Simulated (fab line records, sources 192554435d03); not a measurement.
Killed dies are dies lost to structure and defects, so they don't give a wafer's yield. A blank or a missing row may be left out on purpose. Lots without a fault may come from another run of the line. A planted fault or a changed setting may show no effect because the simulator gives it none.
Chamber matching | flow n5_finfet | N5_GATE_CUT_SAC_CAP_01 on ald_sin-01: 4 sister chambers
The step material SiNx, target thk 24 nm, pulse time 1 s, ald cycles 480. 4 wafers are shown with their chamber, then 10 later ones without.

WAFERS WITH THEIR CHAMBER
wafer  | chamber | heater_power_w (W)
L082.4 | 0       | 919
L090.3 | 1       | 784
L092.5 | 3       | 823
L093.5 | 2       | 768

WAFERS WITHOUT THEIR CHAMBER
wafer  | heater_power_w (W)
L093.6 | 824
L094.2 | 769
L094.3 | 828
L094.6 | 811
L096.4 | 824
L096.5 | 812
L096.6 | 785
L097.2 | 791
L097.3 | 810
L097.6 | 821

WHICH CHAMBER EACH WENT THROUGH
wafer  | from the rows above     | in truth
L093.6 | 3                       | 3
L094.2 | can't be placed: 2 or 1 | 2
L094.3 | 3                       | 3
L094.6 | 3                       | 3
L096.4 | 3                       | 3
L096.5 | 3                       | 3
L096.6 | 1                       | 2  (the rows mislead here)
L097.2 | 1                       | 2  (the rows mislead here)
L097.3 | can't be placed: 3 or 1 | 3
L097.6 | 3                       | 3
Placed correctly: 6 of 10. Can't be placed from these rows: 2 (the true chamber is among the candidates in 2). Placed wrongly: 2.
How it was worked out, from the rows above alone: a wafer's distance from a chamber is the root of the sum, over the readings, of the square of ((its reading less the chamber's mean) divided by the reading's scatter). The wafer belongs to the nearest chamber; if the next one is less than 2 further off, it can't be placed. A chamber's mean is the mean of its shown wafers. The scatter: with one shown wafer a chamber, the root of the mean of the squares of how far each hidden wafer lies from its nearest shown one.
